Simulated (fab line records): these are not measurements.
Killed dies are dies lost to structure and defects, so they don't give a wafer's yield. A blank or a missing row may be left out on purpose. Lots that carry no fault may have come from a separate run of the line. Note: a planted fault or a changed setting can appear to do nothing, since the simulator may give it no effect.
Which tool is to blame? | flow n5 finfet | 27 wafers from 9 lots sampled at 6 of the route's 1938 steps

WHAT THE GAUGES SHOWED, per wafer
N5_BEOL_M15_OVL_MEAS_11. Usual: V14_OVL -4 nm, standard deviation 5.
lot  | measured     | on         | V14_OVL (nm) | flag
L893 | day 10 17:59 | overlay-01 | -3 3 -2      |
L895 | day 11 12:51 | overlay-01 | -3 0 7       |
L894 | day 11 17:01 | overlay-01 | -11 -7 1     |
L896 | day 12 00:12 | overlay-01 | 2 1 2        |
L898 | day 12 15:16 | overlay-01 | 4 -3 2       |
L909 | day 15 12:50 | overlay-02 | -4 0 7       |
L910 | day 15 15:49 | overlay-02 | -9 -8 -8     |
L911 | day 15 16:13 | overlay-02 | -12 -18 -10  |
L912 | day 16 03:12 | overlay-02 | -10 -10 0    |

N5_BEOL_M15_THK_MEAS_50: measures by xrf. Usual: M15_THK 843 nm, standard deviation 20.
lot  | measured     | on            | M15_THK (nm) | flag
L893 | day 10 23:45 | film metro-01 | 855 819 847  |
L895 | day 11 17:42 | film metro-01 | 876 849 881  |
L894 | day 11 21:31 | film metro-02 | 835 826 842  |
L896 | day 12 08:35 | film metro-02 | 845 868 873  |
L898 | day 12 19:04 | film metro-02 | 850 827 855  |
L909 | day 15 18:19 | film metro-02 | 588 578 606  | OFF
L910 | day 15 21:24 | film metro-02 | 596 582 584  | OFF
L911 | day 15 21:28 | film metro-02 | 594 589 577  | OFF
L912 | day 16 08:43 | film metro-01 | 581 598 576  | OFF

N5_BEOL_M15_RS_MEAS_54: measurement is done with a four-point probe. Usual: M15_RS 0.0217 ohm/sq, standard deviation 0.00051.
lot  | measured     | on            | M15_RS (ohm/sq)      | flag
L893 | day 10 23:52 | film metro-01 | 0.0214 0.0222 0.0216 |
L895 | day 11 17:50 | film metro-02 | 0.0207 0.0213 0.0205 |
L894 | day 11 21:38 | film metro-02 | 0.0223 0.0225 0.0221 |
L896 | day 12 08:42 | film metro-02 | 0.0218 0.0214 0.0212 |
L898 | day 12 19:12 | film metro-02 | 0.0217 0.0224 0.0217 |
L909 | day 15 18:26 | film metro-01 | 0.0312 0.0318 0.0302 | OFF
L910 | day 15 21:32 | film metro-01 | 0.0312 0.0319 0.0318 | OFF
L911 | day 15 21:35 | film metro-01 | 0.0312 0.0314 0.0323 | OFF
L912 | day 16 08:50 | film metro-01 | 0.0315 0.0307 0.0318 | OFF

WHICH TOOL RAN EACH LOT (tool, then ch and the chambers of the sampled wafers, then the start)
lot  | N5_BEOL_M15_ILD_DEP_00          | N5_BEOL_M15_TRENCH_ETCH_34         | N5_BEOL_M15_ETCH_38
L893 | pecvd-04 ch 0,1,2, day 10 17:17 | rie diel-06 ch 0,1,3, day 10 20:04 | rie diel-05 ch 1,2,3, day 10 23:45 or earlier
L895 | pecvd-02 ch 0,2, day 11 12:08   | rie diel-06 ch 2,3, day 11 14:36   | rie diel-06 ch 2,3, day 11 17:42 or earlier
L894 | pecvd-01 ch 0,1,2, day 11 16:17 | rie diel-05 ch 0,1,3, day 11 18:46 | rie diel-02 ch 0,1,3, day 11 21:31 or earlier
L896 | pecvd-02 ch 0,1, day 11 23:36   | rie diel-06 ch 0,1,3, day 12 01:56 | rie diel-05 ch 0,1,3, day 12 08:35 or earlier
L898 | pecvd-02 ch 0,1,2, day 12 14:34 | rie diel-05 ch 0,1,3, day 12 17:13 | rie diel-02 ch 0,1, day 12 19:04 or earlier
L909 | pecvd-02 ch 0,1,2, day 15 12:21 | rie diel-06 ch 0,2,3, day 15 14:45 | rie diel-05 ch 0,1,2, day 15 18:19 or earlier
L910 | pecvd-02 ch 0,1,2, day 15 15:14 | rie diel-05 ch 0,2, day 15 18:18   | rie diel-06 ch 2,3, day 15 21:24 or earlier
L911 | pecvd-02 ch 1,2, day 15 15:31   | rie diel-02 ch 1,3, day 15 18:26   | rie diel-02 ch 0,1, day 15 21:28 or earlier
L912 | pecvd-01 ch 0,2, day 16 02:37   | rie diel-06 ch 1,2,3, day 16 05:25 | rie diel-06 ch 2,3, day 16 08:43 or earlier
- N5_BEOL_M15_ILD_DEP_00: deposits SiO2 from TEOS/O2, target thk 1629.3 nm, time 346.1 s.
- N5_BEOL_M15_TRENCH_ETCH_34: etches SiO2 in C4F8/O2/Ar, target depth 872.93 nm, time 199 s.
- N5_BEOL_M15_ETCH_38: etches SiCN in CF4/N2, target depth 106.4 nm, time 120.5 s.

AS READ BY THE TOOLS THEMSELVES (means over the sampled wafers that have a number; for cases with no such wafer, the mark the record gives instead)
N5_BEOL_M15_ILD_DEP_00. Usual: heater power w 549 W, standard deviation 110; showerhead plenum p Torr 8.34 Torr, standard deviation 0.036; throttle valve pct 19.4 %, standard deviation 1.1.
lot  | tool     | heater power w (W) | showerhead plenum p Torr (Torr) | throttle valve pct (%) | flag
L893 | pecvd-04 | 525                | 8.32                            | 19.6                   |
L895 | pecvd-02 | 626                | 8.32                            | 19.6                   |
L894 | pecvd-01 | 548                | 8.35                            | 19.3                   |
L896 | pecvd-02 | 573                | 8.34                            | 19.7                   |
L898 | pecvd-02 | 613                | 8.33                            | 19.2                   |
L909 | pecvd-02 | 659                | 8.32                            | 19.3                   |
L910 | pecvd-02 | 580                | 8.33                            | 19.4                   |
L911 | pecvd-02 | 602                | 8.33                            | 19.0                   |
L912 | pecvd-01 | 446                | 8.33                            | 18.7                   |

N5_BEOL_M15_TRENCH_ETCH_34. Usual: O2_flow_sccm 12.00 sccm, standard deviation 0.034; drypump motor current A 5.6 A, standard deviation 0.41; oes product au 0.78 a.u., standard deviation 0.065; rf vpp V 2186 V, standard deviation 59; showerhead plenum p Torr 3.43 Torr, standard deviation 0.12; throttle valve pct 30.82 %, standard deviation 0.21.
lot  | tool        | O2_flow_sccm (sccm) | drypump motor current A (A) | oes product au (a.u.) | rf vpp V (V) | showerhead plenum p Torr (Torr) | throttle valve pct (%) | flag
L893 | rie diel-06 | 11.93               | 5.4                         | 0.78                  | 2160         | 3.36                            | 30.75                  |
L895 | rie diel-06 | 12.01               | 5.6                         | 0.80                  | 2162         | 3.46                            | 30.72                  |
L894 | rie diel-05 | 11.99               | 5.7                         | 0.82                  | 2223         | 3.48                            | 30.98                  |
L896 | rie diel-06 | 12.00               | 5.4                         | 0.87                  | 2161         | 3.35                            | 30.65                  |
L898 | rie diel-05 | 12.01               | 5.7                         | 0.81                  | 2223         | 3.48                            | 31.00                  |
L909 | rie diel-06 | 11.99               | 5.6                         | 0.79                  | 2181         | 3.41                            | 30.76                  |
L910 | rie diel-05 | 12.00               | 5.7                         | 0.78                  | 2244         | 3.48                            | 30.72                  |
L911 | rie diel-02 | 12.00               | 5.9                         | 0.72                  | 2133         | 3.38                            | 30.77                  |
L912 | rie diel-06 | 11.99               | 5.3                         | 0.80                  | 2136         | 3.37                            | 30.66                  |

N5_BEOL_M15_ETCH_38. Usual: drypump motor current A 5.5 A, standard deviation 0.41; oes product au 0.79 a.u., standard deviation 0.058; rf vpp V 382.4 V, standard deviation 2.1; showerhead plenum p Torr 2.21 Torr, standard deviation 0.08; throttle valve pct 15.36 %, standard deviation 0.12.
lot  | tool        | drypump motor current A (A) | oes product au (a.u.) | rf vpp V (V) | showerhead plenum p Torr (Torr) | throttle valve pct (%) | flag
L893 | rie diel-05 | 5.4                         | 0.83                  | 384.8        | 2.27                            | 15.32                  |
L895 | rie diel-06 | 5.6                         | 0.81                  | 382.7        | 2.21                            | 15.29                  |
L894 | rie diel-02 | 5.5                         | 0.73                  | 382.7        | 2.19                            | 15.40                  |
L896 | rie diel-05 | 5.7                         | 0.82                  | 383.3        | 2.24                            | 15.38                  |
L898 | rie diel-02 | 5.4                         | 0.73                  | 380.7        | 2.16                            | 15.43                  |
L909 | rie diel-05 | 5.7                         | 0.80                  | 383.1        | 2.25                            | 15.41                  |
L910 | rie diel-06 | 5.6                         | 0.77                  | 382.2        | 2.20                            | 15.35                  |
L911 | rie diel-02 | 5.3                         | 0.71                  | 381.8        | 2.15                            | 15.47                  |
L912 | rie diel-06 | 5.7                         | 0.76                  | 379.1        | 2.12                            | 15.32                  |

THE ANSWER, worked out from the rows above alone
Rule: a lot counts as off when the mean over its wafers that have a number is more than 3 standard deviations away from the usual mean. A lot without any number at a reading at which 4 lots or more have one is off too. The other lots that the step has rows for count as sound. Order of review: gauges by route order, followed by the tools' own readings, for which a lot's mean as printed above is used. At the first step where some lot is off, the reading lying furthest off is the one used; lots without a number count as furthest.
Off: at N5_BEOL_M15_THK_MEAS_50 (M15_THK), L909, L910, L911, L912.
If a tool, at a process step before that reading, ran all the lots that are off and no sound lot after the first of them, it fits. Gauges at N5_BEOL_M15_THK_MEAS_50: tried the same way as those tools. N5_BEOL_M15_ETCH_38 gives no start for some lots, so the hours and the order of its lots are those of N5_BEOL_M15_THK_MEAS_50. Of those tried, none fits.

WHAT THE SIMULATOR HAD PUT IN
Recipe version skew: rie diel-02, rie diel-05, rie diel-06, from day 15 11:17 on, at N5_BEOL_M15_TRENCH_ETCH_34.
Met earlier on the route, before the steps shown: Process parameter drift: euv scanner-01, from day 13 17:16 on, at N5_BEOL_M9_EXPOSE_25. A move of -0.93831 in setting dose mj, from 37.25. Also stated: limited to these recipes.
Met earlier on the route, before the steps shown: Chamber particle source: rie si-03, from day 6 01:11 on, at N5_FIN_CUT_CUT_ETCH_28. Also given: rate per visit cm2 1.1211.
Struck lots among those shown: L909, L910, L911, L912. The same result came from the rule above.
